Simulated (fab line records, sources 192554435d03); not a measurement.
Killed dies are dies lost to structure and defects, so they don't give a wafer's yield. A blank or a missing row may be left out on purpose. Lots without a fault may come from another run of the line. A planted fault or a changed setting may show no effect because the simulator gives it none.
Which tool did it? | flow n5_finfet | 24 lots, 72 wafers sampled, at 6 steps of a route of 1938

WHAT THE GAUGES READ, wafer by wafer
The record holds no reading of a measuring or inspecting step that can be judged against a usual standard deviation.

WHICH TOOL RAN EACH LOT (tool, then ch and the chambers of the sampled wafers, then the start)
lot  | N5_BEOL_M1_SPUTTER_96        | N5_BEOL_M1_ANNEAL_51             | N5_BEOL_M2_HM_DEP_02         | N5_BEOL_M2_ETCH_63                 | N5_BEOL_M2_SPUTTER_81        | N5_BEOL_M2_ANNEAL_91
L074 | pvd_sputter-02, day 6 16:31  | rtp_anneal-02 ch 0, day 6 16:45  | pvd_sputter-02, day 6 18:26  | rie_diel-03 ch 2,3, day 6 19:03    | pvd_sputter-03, day 6 22:37  | pvd_sputter-03, day 6 23:21
L075 | pvd_sputter-03, day 6 20:23  | rtp_anneal-02 ch 0, day 6 20:38  | pvd_sputter-01, day 6 22:47  | rie_diel-01 ch 0,1, day 6 23:34    | pvd_sputter-01, day 7 03:47  | pvd_sputter-01, day 7 04:31
L076 | pvd_sputter-01, day 6 22:31  | rtp_anneal-01 ch 0, day 6 22:43  | pvd_sputter-02, day 7 00:05  | rie_diel-03 ch 0,1,2, day 7 00:57  | pvd_sputter-03, day 7 07:35  | pvd_sputter-03, day 7 08:20
L077 | pvd_sputter-03, day 7 10:47  | rtp_anneal-01 ch 0, day 7 10:59  | pvd_sputter-03, day 7 12:32  | rie_diel-03 ch 0,1,2, day 7 13:19  | pvd_sputter-02, day 7 22:07  | pvd_sputter-02, day 7 22:52
L078 | pvd_sputter-02, day 7 11:52  | rtp_anneal-01 ch 0, day 7 12:04  | pvd_sputter-03, day 7 15:21  | rie_diel-01 ch 0,2,3, day 7 15:55  | pvd_sputter-03, day 8 04:43  | pvd_sputter-03, day 8 05:28
L080 | pvd_sputter-02, day 8 07:35  | rtp_anneal-01 ch 0, day 8 07:49  | pvd_sputter-03, day 8 09:25  | rie_diel-04 ch 0,3, day 8 10:07    | pvd_sputter-01, day 8 17:06  | pvd_sputter-01, day 8 17:50
L079 | pvd_sputter-01, day 8 08:28  | rtp_anneal-02 ch 0, day 8 08:43  | pvd_sputter-02, day 8 09:59  | rie_diel-01 ch 1,2,3, day 8 10:50  | pvd_sputter-01, day 8 19:41  | pvd_sputter-01, day 8 20:32
L082 | pvd_sputter-03, day 8 11:56  | rtp_anneal-01 ch 0, day 8 12:08  | pvd_sputter-02, day 8 15:08  | rie_diel-04 ch 0,3, day 8 15:49    | pvd_sputter-03, day 8 23:02  | pvd_sputter-03, day 8 23:46
L081 | pvd_sputter-02, day 8 12:04  | rtp_anneal-02 ch 0, day 8 12:16  | pvd_sputter-01, day 8 15:41  | rie_diel-04 ch 1,3, day 8 16:15    | pvd_sputter-02, day 9 01:43  | pvd_sputter-02, day 9 02:28
L083 | pvd_sputter-01, day 8 14:49  | rtp_anneal-01 ch 0, day 8 15:01  | pvd_sputter-03, day 8 17:53  | rie_diel-03 ch 0,1,3, day 8 18:28  | pvd_sputter-03, day 9 03:27  | pvd_sputter-03, day 9 04:11
L084 | pvd_sputter-01, day 8 23:13  | rtp_anneal-02 ch 0, day 8 23:25  | pvd_sputter-01, day 9 00:54  | rie_diel-03 ch 1,2,3, day 9 01:40  | pvd_sputter-01, day 9 07:41  | pvd_sputter-01, day 9 08:25
L085 | pvd_sputter-02, day 9 16:12  | rtp_anneal-02 ch 0, day 9 16:29  | pvd_sputter-03, day 9 17:32  | rie_diel-03 ch 0,1,2, day 9 18:07  | pvd_sputter-02, day 9 21:22  | pvd_sputter-02, day 9 22:06
L087 | pvd_sputter-01, day 9 19:52  | rtp_anneal-01 ch 0, day 9 20:10  | pvd_sputter-02, day 9 22:52  | rie_diel-03 ch 0,3, day 9 23:26    | pvd_sputter-01, day 10 09:53 | pvd_sputter-01, day 10 10:38
L086 | pvd_sputter-03, day 10 05:11 | rtp_anneal-02 ch 0, day 10 05:28 | pvd_sputter-02, day 10 08:41 | rie_diel-01 ch 1,2,3, day 10 09:25 | pvd_sputter-02, day 10 14:08 | pvd_sputter-02, day 10 14:52
L088 | pvd_sputter-02, day 10 05:39 | rtp_anneal-02 ch 0, day 10 06:04 | pvd_sputter-02, day 10 08:47 | rie_diel-01 ch 0,2, day 10 09:39   | pvd_sputter-01, day 10 15:15 | pvd_sputter-01, day 10 15:59
L089 | pvd_sputter-03, day 10 07:58 | rtp_anneal-02 ch 0, day 10 08:13 | pvd_sputter-01, day 10 09:17 | rie_diel-01 ch 2,3, day 10 09:59   | pvd_sputter-01, day 10 21:47 | pvd_sputter-01, day 10 22:32
L090 | pvd_sputter-02, day 10 13:32 | rtp_anneal-02 ch 0, day 10 13:46 | pvd_sputter-02, day 10 15:39 | rie_diel-03 ch 1,2,3, day 10 16:17 | pvd_sputter-02, day 11 01:40 | pvd_sputter-02, day 11 02:24
L091 | pvd_sputter-02, day 10 18:20 | rtp_anneal-01 ch 0, day 10 18:32 | pvd_sputter-02, day 10 20:16 | rie_diel-03 ch 0,1,2, day 10 21:00 | pvd_sputter-02, day 11 05:58 | pvd_sputter-02, day 11 06:43
L092 | pvd_sputter-01, day 11 01:47 | rtp_anneal-02 ch 0, day 11 02:03 | pvd_sputter-01, day 11 03:49 | rie_diel-04 ch 0,1, day 11 04:31   | pvd_sputter-01, day 11 10:42 | pvd_sputter-01, day 11 11:26
L093 | pvd_sputter-03, day 11 07:12 | rtp_anneal-01 ch 0, day 11 07:26 | pvd_sputter-03, day 11 08:28 | rie_diel-01 ch 1,2,3, day 11 09:10 | pvd_sputter-01, day 11 16:56 | pvd_sputter-01, day 11 17:40
L094 | pvd_sputter-01, day 11 10:11 | rtp_anneal-01 ch 0, day 11 10:23 | pvd_sputter-03, day 11 11:27 | rie_diel-03 ch 0,1,2, day 11 12:02 | pvd_sputter-03, day 11 19:55 | pvd_sputter-03, day 11 20:40
L095 | pvd_sputter-02, day 11 13:22 | rtp_anneal-02 ch 0, day 11 13:34 | pvd_sputter-01, day 11 15:28 | rie_diel-03 ch 1,2,3, day 11 16:04 | pvd_sputter-01, day 12 00:44 | pvd_sputter-01, day 12 01:28
L096 | pvd_sputter-02, day 11 18:01 | rtp_anneal-02 ch 0, day 11 18:16 | pvd_sputter-01, day 11 22:09 | rie_diel-03 ch 0,2,3, day 11 23:03 | pvd_sputter-01, day 12 05:29 | pvd_sputter-01, day 12 06:13
L097 | pvd_sputter-01, day 12 16:10 | rtp_anneal-02 ch 0, day 12 16:27 | pvd_sputter-02, day 12 21:20 | rie_diel-04 ch 0,1,3, day 12 22:02 | pvd_sputter-02, day 13 02:56 | pvd_sputter-02, day 13 03:40
- N5_BEOL_M1_SPUTTER_96: material Cu, target thk 4.5 nm, time 8.29 s.
- N5_BEOL_M1_ANNEAL_51: time 90 s.
- N5_BEOL_M2_HM_DEP_02: deposits TiN, target thk 20 nm.
- N5_BEOL_M2_ETCH_63: etches SiARC in CF4, target depth 15.6 nm, time 26 s.
- N5_BEOL_M2_SPUTTER_81: material Cu, target thk 4.5 nm, time 8.29 s.
- N5_BEOL_M2_ANNEAL_91: time 240 s.

WHAT THE TOOLS THEMSELVES READ (means of the sampled wafers that have a number; where no wafer has one, the mark that the record gives instead)
N5_BEOL_M1_SPUTTER_96.
lot  | tool           | throttle_valve_pct (%)
L074 | pvd_sputter-02 | 30.4
L075 | pvd_sputter-03 | 30.3
L076 | pvd_sputter-01 | 30.2
L077 | pvd_sputter-03 | 30.2
L078 | pvd_sputter-02 | 30.4
L080 | pvd_sputter-02 | 31.0
L079 | pvd_sputter-01 | 30.5
L082 | pvd_sputter-03 | 30.5
L081 | pvd_sputter-02 | 30.5
L083 | pvd_sputter-01 | 30.3
L084 | pvd_sputter-01 | 30.2
L085 | pvd_sputter-02 | 31.5
L087 | pvd_sputter-01 | 30.4
L086 | pvd_sputter-03 | 30.5
L088 | pvd_sputter-02 | 30.5
L089 | pvd_sputter-03 | 30.1
L090 | pvd_sputter-02 | 30.4
L091 | pvd_sputter-02 | 31.4
L092 | pvd_sputter-01 | 30.4
L093 | pvd_sputter-03 | 30.6
L094 | pvd_sputter-01 | 30.3
L095 | pvd_sputter-02 | 29.8
L096 | pvd_sputter-02 | 30.5
L097 | pvd_sputter-01 | 30.4

N5_BEOL_M1_ANNEAL_51.
lot  | tool          | wafer_temp_C_max
L074 | rtp_anneal-02 | 226.4
L075 | rtp_anneal-02 | 226.0
L076 | rtp_anneal-01 | 226.5
L077 | rtp_anneal-01 | 226.8
L078 | rtp_anneal-01 | 226.6
L080 | rtp_anneal-01 | 226.6
L079 | rtp_anneal-02 | 226.2
L082 | rtp_anneal-01 | 226.7
L081 | rtp_anneal-02 | 226.7
L083 | rtp_anneal-01 | 226.2
L084 | rtp_anneal-02 | 226.3
L085 | rtp_anneal-02 | 226.3
L087 | rtp_anneal-01 | 225.9
L086 | rtp_anneal-02 | 226.4
L088 | rtp_anneal-02 | 227.0
L089 | rtp_anneal-02 | 226.5
L090 | rtp_anneal-02 | 226.3
L091 | rtp_anneal-01 | 226.3
L092 | rtp_anneal-02 | 226.7
L093 | rtp_anneal-01 | 226.4
L094 | rtp_anneal-01 | 226.3
L095 | rtp_anneal-02 | 226.2
L096 | rtp_anneal-02 | 226.5
L097 | rtp_anneal-02 | 226.5

N5_BEOL_M2_HM_DEP_02.
lot  | tool           | throttle_valve_pct (%)
L074 | pvd_sputter-02 | 30.8
L075 | pvd_sputter-01 | 30.0
L076 | pvd_sputter-02 | 32.0
L077 | pvd_sputter-03 | 30.8
L078 | pvd_sputter-03 | 30.3
L080 | pvd_sputter-03 | 30.6
L079 | pvd_sputter-02 | 30.9
L082 | pvd_sputter-02 | 30.5
L081 | pvd_sputter-01 | 30.7
L083 | pvd_sputter-03 | 30.3
L084 | pvd_sputter-01 | 30.3
L085 | pvd_sputter-03 | 30.6
L087 | pvd_sputter-02 | 30.5
L086 | pvd_sputter-02 | 31.5
L088 | pvd_sputter-02 | 31.0
L089 | pvd_sputter-01 | 30.6
L090 | pvd_sputter-02 | 30.9
L091 | pvd_sputter-02 | 29.3
L092 | pvd_sputter-01 | 30.4
L093 | pvd_sputter-03 | 30.8
L094 | pvd_sputter-03 | 30.1
L095 | pvd_sputter-01 | 30.0
L096 | pvd_sputter-01 | 30.8
L097 | pvd_sputter-02 | 31.0

N5_BEOL_M2_ETCH_63.
lot  | tool        | cf4_flow_sccm (sccm) | drypump_motor_current_A (A) | etch_rf_on_time_s (s) | oes_product_au (a.u.) | rf_vpp_V (V) | showerhead_plenum_p_Torr (Torr) | throttle_valve_pct (%)
L074 | rie_diel-03 | 100.1                | 5.5                         | 25.5                  | 0.67                  | 184.1        | 2.12                            | 15.67
L075 | rie_diel-01 | 100.0                | 5.7                         | 25.5                  | 0.70                  | 184.3        | 2.14                            | 15.29
L076 | rie_diel-03 | 100.2                | 5.7                         | 25.1                  | 0.76                  | 184.1        | 2.16                            | 15.39
L077 | rie_diel-03 | 99.9                 | 5.7                         | 25.3                  | 0.75                  | 185.1        | 2.16                            | 15.40
L078 | rie_diel-01 | 99.8                 | 5.6                         | 25.3                  | 0.70                  | 184.6        | 2.13                            | 15.57
L080 | rie_diel-04 | 100.1                | 5.3                         | 26.6                  | 0.63                  | 183.4        | 2.07                            | 15.69
L079 | rie_diel-01 | 99.9                 | 5.6                         | 25.3                  | 0.72                  | 184.9        | 2.17                            | 15.38
L082 | rie_diel-04 | 100.2                | 5.7                         | 26.0                  | 0.62                  | 183.8        | 2.09                            | 15.70
L081 | rie_diel-04 | 100.1                | 5.1                         | 26.6                  | 0.68                  | 182.9        | 2.06                            | 15.58
L083 | rie_diel-03 | 100.1                | 5.7                         | 25.9                  | 0.66                  | 183.7        | 2.13                            | 15.73
L084 | rie_diel-03 | 99.8                 | 5.4                         | 25.3                  | 0.72                  | 183.4        | 2.14                            | 15.47
L085 | rie_diel-03 | 99.8                 | 5.7                         | 25.5                  | 0.72                  | 184.1        | 2.16                            | 15.42
L087 | rie_diel-03 | 100.2                | 5.7                         | 25.8                  | 0.59                  | 182.9        | 2.10                            | 15.97
L086 | rie_diel-01 | 99.9                 | 5.7                         | 25.8                  | 0.69                  | 184.6        | 2.17                            | 15.41
L088 | rie_diel-01 | 99.9                 | 5.9                         | 25.5                  | 0.72                  | 184.4        | 2.09                            | 15.50
L089 | rie_diel-01 | 100.2                | 5.7                         | 26.1                  | 0.71                  | 183.9        | 2.15                            | 15.49
L090 | rie_diel-03 | 100.4                | 5.4                         | 25.3                  | 0.70                  | 184.3        | 2.14                            | 15.49
L091 | rie_diel-03 | 100.1                | 5.7                         | 25.8                  | 0.70                  | 183.8        | 2.15                            | 15.44
L092 | rie_diel-04 | 99.9                 | 5.8                         | 25.7                  | 0.64                  | 183.4        | 2.09                            | 15.66
L093 | rie_diel-01 | 99.7                 | 5.6                         | 25.7                  | 0.68                  | 184.6        | 2.16                            | 15.43
L094 | rie_diel-03 | 99.9                 | 5.7                         | 25.6                  | 0.70                  | 184.0        | 2.15                            | 15.47
L095 | rie_diel-03 | 100.2                | 5.4                         | 25.4                  | 0.78                  | 184.0        | 2.14                            | 15.34
L096 | rie_diel-03 | 99.9                 | 5.8                         | 25.8                  | 0.72                  | 183.7        | 2.13                            | 15.52
L097 | rie_diel-04 | 100.0                | 5.5                         | 26.4                  | 0.73                  | 184.0        | 2.07                            | 15.51

N5_BEOL_M2_SPUTTER_81.
lot  | tool           | throttle_valve_pct (%)
L074 | pvd_sputter-03 | 30.3
L075 | pvd_sputter-01 | 30.4
L076 | pvd_sputter-03 | 30.4
L077 | pvd_sputter-02 | 29.5
L078 | pvd_sputter-03 | 30.4
L080 | pvd_sputter-01 | 30.4
L079 | pvd_sputter-01 | 30.3
L082 | pvd_sputter-03 | 29.9
L081 | pvd_sputter-02 | 29.4
L083 | pvd_sputter-03 | 30.2
L084 | pvd_sputter-01 | 30.5
L085 | pvd_sputter-02 | 30.5
L087 | pvd_sputter-01 | 29.9
L086 | pvd_sputter-02 | 29.8
L088 | pvd_sputter-01 | 30.4
L089 | pvd_sputter-01 | 30.2
L090 | pvd_sputter-02 | 30.2
L091 | pvd_sputter-02 | 29.3
L092 | pvd_sputter-01 | 29.9
L093 | pvd_sputter-01 | 30.1
L094 | pvd_sputter-03 | 30.3
L095 | pvd_sputter-01 | 30.5
L096 | pvd_sputter-01 | 30.6
L097 | pvd_sputter-02 | 31.0

N5_BEOL_M2_ANNEAL_91.
lot  | tool           | heater_power_w (W)
L074 | pvd_sputter-03 | 929
L075 | pvd_sputter-01 | 788
L076 | pvd_sputter-03 | 895
L077 | pvd_sputter-02 | 761
L078 | pvd_sputter-03 | 888
L080 | pvd_sputter-01 | 789
L079 | pvd_sputter-01 | 797
L082 | pvd_sputter-03 | 980
L081 | pvd_sputter-02 | 799
L083 | pvd_sputter-03 | 918
L084 | pvd_sputter-01 | 721
L085 | pvd_sputter-02 | 751
L087 | pvd_sputter-01 | 870
L086 | pvd_sputter-02 | 794
L088 | pvd_sputter-01 | 719
L089 | pvd_sputter-01 | 760
L090 | pvd_sputter-02 | 803
L091 | pvd_sputter-02 | 780
L092 | pvd_sputter-01 | 876
L093 | pvd_sputter-01 | 807
L094 | pvd_sputter-03 | 887
L095 | pvd_sputter-01 | 790
L096 | pvd_sputter-01 | 729
L097 | pvd_sputter-02 | 779

THE ANSWER, worked out from the rows above alone
Rule: what is usual is taken from the lots themselves. Put in order of their means at a reading, lots are off if they are a third of the lots or fewer, leave a main group of 4 or more, and stand apart from it by a gap of 3 or more times the standard deviation of the main group's means; of several such gaps the widest counts. A main group whose means are all the same, to the digits that the tables above print for the reading, isn't used. A lot without any number at a reading at which 4 lots or more have one is off too. The other lots that the step has rows for count as sound. The gauges are gone through in route order, then the tools' own readings, and for those a lot's mean is taken as printed above. The first step at which some lot is off is used, and at that step the reading that is off furthest; a lot without a number counts as furthest.
No lot is off at any reading shown: from this, nothing can be told.

WHAT THE SIMULATOR HAD PUT IN
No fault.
